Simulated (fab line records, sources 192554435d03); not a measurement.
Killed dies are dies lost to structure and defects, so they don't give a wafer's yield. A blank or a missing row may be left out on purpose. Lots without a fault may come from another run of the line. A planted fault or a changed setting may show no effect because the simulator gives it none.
Chamber matching | flow n5_finfet | N5_BEOL_M9_PECVD_70 on pecvd-02: 3 sister chambers
The step deposits SiO2 from TEOS/O2, target thk 20 nm, time 22.7 s. 20 wafers are shown with their chamber, then 10 later ones without.

WAFERS WITH THEIR CHAMBER
wafer  | chamber | throttle_valve_pct (%) | showerhead_plenum_p_Torr (Torr) | heater_power_w (W)
L074.3 | 0       | 23.2                   | 8.73                            | 804
L074.4 | 1       | 22.7                   | 8.80                            | 816
L074.6 | 2       | 20.8                   | 8.80                            | 727
L077.1 | 2       | 20.8                   | 8.77                            | 777
L077.3 | 0       | 23.1                   | 8.74                            | 755
L077.4 | 2       | 20.9                   | 8.80                            | 780
L082.4 | 0       | 23.0                   | 8.75                            | 731
L082.5 | 1       | 22.8                   | 8.82                            | 819
L082.6 | 2       | 20.9                   | 8.79                            | 700
L085.2 | 0       | 22.9                   | 8.72                            | 764
L085.3 | 2       | 21.2                   | 8.78                            | 837
L085.6 | 0       | 23.2                   | 8.73                            | 773
L089.1 | 1       | 22.7                   | 8.79                            | 890
L089.4 | 0       | 23.2                   | 8.72                            | 754
L089.6 | 0       | 22.8                   | 8.75                            | 762
L091.1 | 1       | 23.0                   | 8.82                            | 840
L091.2 | 2       | 21.1                   | 8.77                            | 851
L091.3 | 2       | 21.3                   | 8.76                            | 830
L090.1 | 1       | 22.7                   | 8.79                            | 724
L090.3 | 2       | 20.9                   | 8.78                            | 707

SIGNATURES (means of the wafers above)
reading                  | chamber 0 | chamber 1 | chamber 2 | scatter within a chamber
throttle_valve_pct       | 23.057    | 22.780    | 20.988    | 0.167
showerhead_plenum_p_Torr | 8.7343    | 8.8040    | 8.7812    | 0.0141
heater_power_w           | 763.29    | 817.80    | 776.12    | 50.1
Rule: a wafer's distance from a chamber is the root of the sum, over the readings, of the square of ((its reading less the chamber's mean) divided by the reading's scatter). The wafer belongs to the nearest chamber; if the next one is less than 2 further off, it can't be placed. The scatter: the root of (the sum of the squares of (reading less its chamber's mean) over the shown wafers, divided by (wafers less chambers)).

WAFERS WITHOUT THEIR CHAMBER
wafer  | throttle_valve_pct (%) | showerhead_plenum_p_Torr (Torr) | heater_power_w (W)
L090.6 | 21.0                   | 8.79                            | 709
L093.1 | 22.9                   | 8.72                            | 750
L093.2 | 21.2                   | 8.80                            | 803
L093.4 | 22.8                   | 8.80                            | 785
L095.2 | 22.9                   | 8.82                            | 891
L095.4 | 23.0                   | 8.72                            | 816
L095.6 | 22.6                   | 8.80                            | 877
L097.1 | 21.2                   | 8.79                            | 833
L097.2 | 22.9                   | 8.80                            | 800
L097.5 | 23.3                   | 8.74                            | 740

WHICH CHAMBER EACH WENT THROUGH
wafer  | from the rows above | in truth
L090.6 | 2                   | 2
L093.1 | 0                   | 0
L093.2 | 2                   | 2
L093.4 | 1                   | 1
L095.2 | 1                   | 1
L095.4 | 0                   | 0
L095.6 | 1                   | 1
L097.1 | 2                   | 2
L097.2 | 1                   | 1
L097.5 | 0                   | 0
Placed correctly: 10 of 10. Can't be placed from these rows: 0. Placed wrongly: 0.
